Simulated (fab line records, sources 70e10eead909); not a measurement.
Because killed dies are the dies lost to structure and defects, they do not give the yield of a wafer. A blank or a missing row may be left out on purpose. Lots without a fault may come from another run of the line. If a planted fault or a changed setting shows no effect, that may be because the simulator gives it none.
Struck lot and sound lot, side by side	flow nand_harc	15 out of 1302 route steps
Sound: these wafers, L782.2, L782.5, L782.6. Struck: wafers L791.1, L791.2, L791.5. The cause is given at the end.
At each step with rows: each side's tool, then ch and its chambers, then its first start. Under that, the readings that differ: sound wafers	struck wafers	difference of the means	sigmas: that difference in standard deviations of wafers without a fault.
alike: a reading whose means differ by less than 2 such deviations, as well as words and numbers matching on both sides. not compared: withheld readings; readings where some wafer has no value; bounds like >300 that might hide an equal value; numbers whose values overlap and for which the record gives no deviation.
The two part at a step that has a row with sigmas, a row that says differs or no value, or rows on one side only. Numbers that have no deviation but don't overlap get no sigmas and don't part them. Lack of a reading on every wafer of one side parts them only where that side has two or more wafers.

NHARC_A_CONTACT_INSPECT_44:
  struck on defect_inspect-01, day 27 18:49; sound on defect_inspect-02, day 24 14:23
  alike: raw_defect_count
then, 1 step without rows for these wafers: NHARC_A_CONTACT_DESCUM_47 (chemistry O2, time 3 s).
NHARC_A_CONTACT_ETCH_48: etches the open film in CF4, target depth 39 nm, time 65 s.
  sound on rie_diel-07 ch 2,3, day 24 14:34; struck on rie_diel-11 ch 0,2, day 27 18:58
  alike: bias_w, cf4_flow_sccm, drypump_motor_current_A, oes_product_au, rf_fwd_power_W, rf_vpp_V, showerhead_plenum_p_Torr, throttle_valve_pct
  not compared: rf_hours_counter_h
then, 1 step without rows for these wafers: NHARC_A_CONTACT_ETCH_49 (etches the open film in N2/H2, target depth 260 nm, time 475.3 s).
NHARC_A_CONTACT_ETCH_50: etches the open film in CF4/CHF3, target depth 121 nm, time 60.5 s.
  sound on rie_diel-07 ch 0,3; struck on rie_diel-11 ch 2,3
  alike: bias_w, cf4_flow_sccm, drypump_motor_current_A, oes_product_au, rf_fwd_power_W, rf_vpp_V, showerhead_plenum_p_Torr, throttle_valve_pct
  not compared: rf_hours_counter_h
then, 1 step without rows for these wafers: NHARC_A_CONTACT_ETCH_51 (etches the open film in O2/COS, target depth 7000 nm, time 1820 s).
NHARC_A_CONTACT_ETCH_111: etches the open film in C4F8/O2/Ar, time 140 s, target depth 700 nm.
  sound on har_cap_etch-03 ch 0,1, day 24 16:37; struck on har_cap_etch-02 ch 0,1, day 27 20:59
  alike: chamber_pressure_mTorr, oes_air_line_au
  not compared: rf_hours_counter_h
then, 2 steps without rows for these wafers: NHARC_A_CONTACT_ETCH_112 (etches the open film in C4F8/O2/Ar, time 190 s, target depth 1850 nm); NHARC_A_CONTACT_ETCH_113 (etches the open film in C4F8/O2/Ar, time 190 s, target depth 1850 nm).
NHARC_A_CONTACT_ETCH_114: etches the open film in C4F8/O2/Ar, time 190 s, target depth 1850 nm.
  sound on har_cap_etch-03 ch 0,1, day 24 17:10; struck on har_cap_etch-02 ch 0,1, day 27 21:32
  alike: chamber_pressure_mTorr, oes_air_line_au
  not compared: rf_hours_counter_h
NHARC_A_CONTACT_ETCH_115: etches the open film in C4F8/O2/Ar, time 190 s, target depth 1850 nm.
  sound on har_cap_etch-03 ch 0,1, day 24 17:20; struck on har_cap_etch-02 ch 0,1, day 27 21:42
  alike: chamber_pressure_mTorr, oes_air_line_au
  not compared: rf_hours_counter_h
then, 1 step without rows for these wafers: NHARC_A_CONTACT_ETCH_116 (etches the open film in C4F8/O2/Ar, time 190 s, target depth 1850 nm).
NHARC_A_CONTACT_ETCH_117: etches the open film in C4F8/O2/Ar, time 190 s, target depth 1850 nm.
  sound on har_cap_etch-03 ch 0,1, day 24 17:40; struck on har_cap_etch-02 ch 0,1, day 27 22:02
  no value came back on the struck wafers for chamber_pressure_mTorr (mTorr), oes_air_line_au (a.u.); on the sound wafers chamber_pressure_mTorr (mTorr) reads 20.025 20.023 19.974
  not compared: rf_hours_counter_h
then, 1 step without rows for these wafers: NHARC_A_CONTACT_ETCH_118 (etches the open film in C4F8/O2/Ar, time 190 s, target depth 1850 nm).
-- the record jumps here: 3 days lie between the struck wafers' starts before and after (it left off in module A_CONTACT and takes up again in module END, whose first step shown is number 1302 of the route) --
NHARC_END_SORT_01:
  sound on prober-01 ch 0, day 27 12:32; struck on prober-02 ch 0, day 30 18:23
reading	sound	struck	difference	sigmas
killed_at_array	67 78 74	671 671 673	+599	+33
killed_at_periphery	11 7 8	2 4 1	-6	-2
killed_dies	78 85 83	677 677 677	+595	+31
  alike: killed_at_other, killed_open, killed_short

WHERE THEY PART
First at NHARC_A_CONTACT_ETCH_117; last, within this record, at NHARC_END_SORT_01.

WHY: the cause the simulator had injected
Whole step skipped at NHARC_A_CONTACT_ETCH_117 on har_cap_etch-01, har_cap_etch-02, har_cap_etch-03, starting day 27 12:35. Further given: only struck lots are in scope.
